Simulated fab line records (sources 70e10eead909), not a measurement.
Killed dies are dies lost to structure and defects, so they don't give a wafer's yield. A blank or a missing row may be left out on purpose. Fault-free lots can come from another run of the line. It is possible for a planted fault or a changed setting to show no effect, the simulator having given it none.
Chamber matching -- flow nand-harc -- rie-diel-02 running NHARC_A_STAIRCASE_TRIM_229: 4 sister chambers
The step chemistry O2, time 211.2 s. 16 wafers are shown with their chamber, then 8 later ones without.

== WAFERS WITH THEIR CHAMBER ==
wafer,chamber,drypump-motor-current-A (A),showerhead-plenum-p-Torr (Torr),oes-product-au (a.u.)
L076.4,1,6.2,3.78,0.983
L076.5,3,5.2,3.45,1.007
L076.6,0,5.2,3.56,0.984
L075.3,2,4.9,3.52,1.004
L075.5,2,4.9,3.52,0.997
L075.6,3,5.3,3.45,1.009
L081.1,1,6.2,3.77,0.992
L081.3,3,5.2,3.44,1.000
L081.5,2,5.0,3.51,0.993
L082.1,1,6.2,3.77,0.988
L082.4,2,5.0,3.51,1.004
L082.5,0,5.2,3.55,0.997
L086.1,1,6.2,3.76,0.988
L086.2,3,5.2,3.43,0.996
L086.5,3,5.2,3.43,1.005
L085.1,2,4.9,3.50,0.998

SIGNATURES (means of the wafers above)
reading,chamber 0,chamber 1,chamber 2,chamber 3,scatter within a chamber
drypump-motor-current-A,5.200,6.200,4.940,5.220,0.0408
showerhead-plenum-p-Torr,3.5550,3.7700,3.5120,3.4400,0.0088
oes-product-au,0.99050,0.98775,0.99920,1.00340,0.00524
Rule: a wafer lies at a distance from a chamber equal to the root of the sum of squares, over the readings, of (its reading less the chamber's mean, divided by the reading's scatter). The wafer belongs to the nearest chamber; if the next one is less than 2 further off, it can't be placed. How the scatter is found: for the shown wafers, subtract from each reading the mean of its chamber, square and add these, divide the total by (wafers less chambers), then take the root.

== WAFERS WITHOUT THEIR CHAMBER ==
wafer,drypump-motor-current-A (A),showerhead-plenum-p-Torr (Torr),oes-product-au (a.u.)
L085.2,5.2,3.43,0.996
L085.4,5.2,3.55,1.007
L092.1,5.0,3.49,0.999
L092.4,5.2,3.42,0.999
L092.5,6.2,3.75,0.984
L094.2,5.2,3.41,0.997
L094.3,6.2,3.75,0.992
L094.5,6.2,3.75,0.987

== WHICH CHAMBER EACH WENT THROUGH ==
wafer,from the rows above,in truth
L085.2,3,3
L085.4,0,0
L092.1,2,2
L092.4,3,3
L092.5,1,1
L094.2,3,3
L094.3,1,1
L094.5,1,1
8 of 8 placed correctly. Left unplaced by these rows: 0. Wrongly placed: 0.
